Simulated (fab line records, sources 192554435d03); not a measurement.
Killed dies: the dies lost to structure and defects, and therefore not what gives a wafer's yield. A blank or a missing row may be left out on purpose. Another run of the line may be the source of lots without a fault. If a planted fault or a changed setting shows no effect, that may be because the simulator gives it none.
fab line records    flow n5-finfet
record: lots: 7  wafers: 39
route steps=1938 shown FIN_SAQP@96 DUMMY_GATE@228 HKMG_FIN@438 MOL_CONTACT_COAG@538 BEOL_M4@1111
start-h: hours from the record's opening day to when the first of the lot's shown wafers began    wait-h: hours elapsed since this lot's preceding step    " as in the row above    L1.1+2: a single row standing in for several wafers    - value missing, or start not given    * or withheld: withheld    < > ~ a bound
route shown NAME@n: a module of which the file shows steps, and the number in the route of the first    usual: mean/standard deviation of fault-free wafers    same: alike in all rows    chamber/n: place in a boat    sites: per-site readings    _std_site: standard deviation across them    _edge_site: mean of outer sites minus mean of inner sites    radius-mm: for every site, how far away it sits from the centre of the wafer    mask NAME#n: copy n    behind: the last tool/chamber to shape the wafer    hold: cause of the lot's hold/its duration in hours/its outcome    device: names the non-switching transistor (n, p or np)    end of line: at the end of the route, the tests of the same wafers    a step given without rows: its recipe and nothing more    killed: dies that structure and defects cost at the first sort, which is not the same as the wafer's yield    map: a wafer's dies, x killed, . not, _ none there
set.NAME: the run value of the setting; set.NAME@STEP: its run value at that earlier step    model.NAME: the simulator's own value behind a step, which no gauge read
lots whose settings were changed on purpose; a table a step, a row a wafer
== steps ==
step: N5_FIN_SAQP_HM_DEP_03
recipe: material: SiNx  target-thk-a: 380  temp-c: 400  precursor: SiH4/NH3/N2  pressure-torr: 1.5  rf-w: 300  time-s: 33.6
step: N5_FIN_SAQP_FIN_ETCH_36
recipe: chemistry: HBr/Cl2/O2  target-depth-a: 1200  mask-material: SiNx  time-s: 50.4  bias-w: 102  pressure-mtorr: 10  icp-w: 800  HBr_flow_sccm: 150  Cl2_flow_sccm: 80  O2_flow_sccm: 12
step: N5_DUMMY_GATE_EXPOSE_12
recipe: mask-id: GATE  na: 0.33  source-shape: annular  sigma-inner: 0.2  sigma-outer: 0.6  polarization: unpolarized  target-cd-nm: 25  dose-mj: 34
step: N5_DUMMY_GATE_ETCH_37
recipe: chemistry: N2/H2  target: SOC  target-depth-a: 600  overetch-a: 300  temp-c: 40  ion-energy-ev: 200  pressure-mtorr: 30  source-w: 840  bias-w: 150  n2-flow-sccm: 200  h2-flow-sccm: 200
step: N5_DUMMY_GATE_ETCH_31
recipe: chemistry: C4F6/O2  target: SiO2  mask-material: SOC  target-depth-a: 825  time-s: 27.5  ion-energy-ev: 250  pressure-mtorr: 30  source-w: 345  bias-w: 185  Ar_flow_sccm: 300  C4F6_flow_sccm: 10  O2_flow_sccm: 10
step: N5_HKMG_FIN_ETCH_35
recipe: chemistry: N2/H2  target: SOC  target-depth-a: 2158  ion-energy-ev: 65  bias-w: 5  source-w: 3000  time-s: 243.4  pressure-mtorr: 30  n2-flow-sccm: 200  h2-flow-sccm: 200
step: N5_HKMG_FIN_ALD_91
recipe: material: TiN  target-thk-a: 10  temp-c: 400  ald-precursor-family: TiCl4  ald-co-reactant: NH3  pulse-time-s: 1  purge-time-s: 3  co-reactant-purge-time-s: 2  co-reactant-pulse-time-s: 2  ald-cycles: 47  pressure-torr: 3
step: N5_MOL_CONTACT_COAG_ETCH_110
recipe: chemistry: CF4/O2  target: Si  target-depth-a: 25  time-s: 8  pressure-mtorr: 100  source-w: 200  bias-w: 12  ion-energy-ev: 60  Ar_flow_sccm: 100  cf4-flow-sccm: 100  O2_flow_sccm: 10
step: N5_MOL_CONTACT_COAG_ETCH_124
recipe: chemistry: CH3F/O2  target: SiNx  target-depth-a: 65  mask-material: SOC  stop-on: SiOC  over-etch-frac: 0.3  ion-energy-ev: 120  pressure-mtorr: 30  source-w: 395  bias-w: 73  Ar_flow_sccm: 150  CH3F_flow_sccm: 30  O2_flow_sccm: 20  ends: end-point
step: N5_BEOL_M4_RC_MEAS_101
usual: DIBL_N: 36.4/1.3  DIBL_P: 36.5/1.7  IOFF_P: 0.202/0.025  IOFF_P_85C: 3.5/0.35
lot.wafer  tool       chamber  start-h  wait-h  set.target-thk-a@FIN_SAQP_HM_DEP_03  set.icp-w@FIN_SAQP_FIN_ETCH_36  set.dose-mj@DUMMY_GATE_EXPOSE_12  set.source-w@DUMMY_GATE_ETCH_37  set.target-depth-a@DUMMY_GATE_ETCH_31  set.time-s@HKMG_FIN_ETCH_35  set.co-reactant-pulse-time-s@HKMG_FIN_ALD_91  set.bias-w@MOL_CONTACT_COAG_ETCH_110  set.target-depth-a@MOL_CONTACT_COAG_ETCH_124  DIBL_N[mV/V]  DIBL_P[mV/V]  IOFF_P[nA/um]  IOFF_P_85C[nA/um]
L076.2     prober-02  0        175.76   0.2     380                                  800                             34                                840                              825                                    243.4                        2                                             12                                    65                                            34.9          34.4          0.167          3.0
L076.3     "          0        "        "       380                                  800                             34                                840                              825                                    243.4                        2                                             12                                    65                                            38.6          38.6          0.227          3.8
L076.5     "          0        "        "       380                                  800                             34                                840                              825                                    243.4                        2                                             12                                    65                                            36.7          36.6          0.193          3.3
L084.1     prober-01  0        220.71   0.0     380                                  800                             34                                711.8                            859.2                                  215.3                        2                                             9.98                                  57.22                                         34.5          32.9          0.179          3.2
L084.2     "          0        "        "       408.1                                680.8                           34                                711.8                            825                                    243.4                        2                                             9.98                                  57.22                                         35.9          35.3          0.212          3.7
L084.3     "          0        "        "       408.1                                800                             34                                840                              859.2                                  243.4                        2                                             12                                    65                                            35.9          35.2          0.202          3.6
L084.4     "          0        "        "       408.1                                800                             34                                840                              825                                    215.3                        2                                             9.98                                  65                                            36.1          35.2          0.206          3.6
L084.5     "          0        "        "       380                                  680.8                           34                                840                              859.2                                  215.3                        2                                             12                                    57.22                                         35.3          34.1          0.186          3.3
L084.6     "          0        "        "       380                                  680.8                           34                                711.8                            825                                    243.4                        2                                             12                                    65                                            34.7          33.3          0.178          3.2
L083.1     prober-01  0        224.24   0.0     380                                  670.1                           34                                840                              931.6                                  243.4                        2                                             14.3                                  62.53                                         37.5          38.8          0.219          3.8
L083.2     "          0        "        "       344.8                                670.1                           34                                840                              825                                    243.4                        2.389                                         12                                    65                                            37.5          38.5          0.223          3.9
L083.3     "          0        "        "       380                                  800                             35.92                             840                              931.6                                  243.4                        2                                             12                                    65                                            40.3          42.3          0.275          4.6
L083.4     "          0        "        "       344.8                                800                             34                                840                              825                                    243.4                        2                                             14.3                                  62.53                                         35.6          36.6          0.190          3.4
L083.5     "          0        "        "       344.8                                800                             35.92                             840                              931.6                                  243.4                        2.389                                         14.3                                  65                                            38.3          39.5          0.238          4.1
L083.6     "          0        "        "       380                                  670.1                           35.92                             840                              825                                    243.4                        2.389                                         12                                    62.53                                         39.3          40.7          0.261          4.5
L086.1     prober-01  0        230.23   0.0     345.4                                856                             34                                840                              825                                    243.4                        2                                             10.63                                 65                                            36.1          39.1          0.198          3.5
L086.2     "          0        "        "       380                                  800                             31.35                             840                              922.4                                  283.7                        2                                             12                                    65                                            31.1          33.5          0.131          2.5
L086.3     "          0        "        "       380                                  800                             34                                840                              922.4                                  243.4                        2                                             12                                    65                                            35.7          39.0          0.184          3.3
L086.4     "          0        "        "       345.4                                856                             31.35                             897.1                            922.4                                  283.7                        2                                             10.63                                 65                                            32.0          34.2          0.141          2.7
L086.5     "          0        "        "       380                                  856                             31.35                             897.1                            825                                    243.4                        2                                             10.63                                 65                                            30.0          32.0          0.113          2.2
L086.6     "          0        "        "       345.4                                800                             34                                897.1                            825                                    283.7                        2                                             12                                    65                                            37.1          40.4          0.205          3.7
L092.1     prober-02  0        270.44   0.0     365.4                                800                             34                                840                              791.4                                  191.7                        1.598                                         12                                    69.69                                         36.6          36.6          0.220          3.7
L092.2     "          0        "        "       365.4                                892.3                           32.57                             840                              791.4                                  191.7                        2                                             13.75                                 69.69                                         35.4          34.2          0.188          3.3
L092.3     "          0        "        "       365.4                                892.3                           32.57                             924.4                            825                                    191.7                        2                                             13.75                                 65                                            35.7          34.8          0.193          3.4
L092.4     "          0        "        "       380                                  800                             32.57                             840                              825                                    243.4                        1.598                                         13.75                                 65                                            33.6          32.2          0.163          2.9
L092.5     "          0        "        "       380                                  892.3                           34                                924.4                            791.4                                  243.4                        2                                             12                                    65                                            37.4          36.8          0.228          3.9
L092.6     "          0        "        "       380                                  800                             34                                924.4                            825                                    243.4                        1.598                                         12                                    69.69                                         37.6          37.7          0.226          3.9
L093.1     prober-01  0        282.60   0.0     402                                  800                             32.26                             840                              929.8                                  243.4                        2                                             9.835                                 72.28                                         32.7          31.6          0.174          3.1
L093.2     "          0        "        "       380                                  673                             34                                685.1                            929.8                                  278.8                        2                                             9.835                                 65                                            34.6          34.2          0.226          3.7
L093.3     "          0        "        "       380                                  800                             32.26                             685.1                            825                                    243.4                        2                                             9.835                                 72.28                                         33.6          31.9          0.184          3.2
L093.4     "          0        "        "       380                                  673                             32.26                             840                              929.8                                  278.8                        2                                             12                                    65                                            34.2          32.8          0.191          3.3
L093.5     "          0        "        "       402                                  800                             34                                685.1                            825                                    278.8                        2                                             12                                    72.28                                         34.0          32.2          0.180          3.1
L093.6     "          0        "        "       402                                  673                             34                                840                              825                                    243.4                        2                                             12                                    65                                            36.3          35.9          0.244          4.0
L097.1     prober-01  0        305.59   0.0     338.7                                800                             32.24                             938.8                            825                                    243.4                        2                                             12                                    72.99                                         34.2          35.2          0.167          3.0
L097.2     "          0        "        "       380                                  666.9                           32.24                             938.8                            825                                    287.5                        2                                             12                                    72.99                                         35.3          36.5          0.188          3.3
L097.3     "          0        "        "       338.7                                666.9                           34                                938.8                            930.2                                  243.4                        2                                             11.29                                 65                                            39.0          41.1          0.248          4.2
L097.4     "          0        "        "       380                                  666.9                           32.24                             840                              930.2                                  287.5                        2                                             12                                    65                                            33.9          34.7          0.170          3.0
L097.5     "          0        "        "       380                                  800                             34                                840                              825                                    287.5                        2                                             11.29                                 65                                            34.7          35.4          0.166          3.0
L097.6     "          0        "        "       338.7                                800                             34                                840                              930.2                                  243.4                        2                                             11.29                                 72.99                                         37.3          39.1          0.219          3.8
== key ==
split: step: N5_FIN_SAQP_HM_DEP_03  setting: target-thk-a  stated-as: 380
response none clear
split: step: N5_FIN_SAQP_FIN_ETCH_36  setting: icp-w  stated-as: 800
response none clear
split: step: N5_DUMMY_GATE_EXPOSE_12  setting: dose-mj  stated-as: 34
response: step: N5_BEOL_M4_RC_MEAS_101  reading: DIBL_P  slope: +0.672  per: 1%  together-with: all  explained: 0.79
response: step: N5_BEOL_M4_RC_MEAS_101  reading: DIBL_N  slope: +0.543  per: 1%  together-with: all  explained: 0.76
response: step: N5_BEOL_M4_RC_MEAS_101  reading: IOFF_P_85C  slope: +0.125  per: 1%  together-with: all  explained: 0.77
response: step: N5_BEOL_M4_RC_MEAS_101  reading: IOFF_P  slope: +0.00827  per: 1%  together-with: all  explained: 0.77
split: step: N5_DUMMY_GATE_ETCH_37  setting: source-w  stated-as: 840
response none clear
split: step: N5_DUMMY_GATE_ETCH_31  setting: target-depth-a  stated-as: 825
response none clear
split: step: N5_HKMG_FIN_ETCH_35  setting: time-s  stated-as: 243.4
response none clear
split: step: N5_HKMG_FIN_ALD_91  setting: co-reactant-pulse-time-s  stated-as: 2
response none clear
split: step: N5_MOL_CONTACT_COAG_ETCH_110  setting: bias-w  stated-as: 12
response none clear
split: step: N5_MOL_CONTACT_COAG_ETCH_124  setting: target-depth-a  stated-as: 65
response none clear
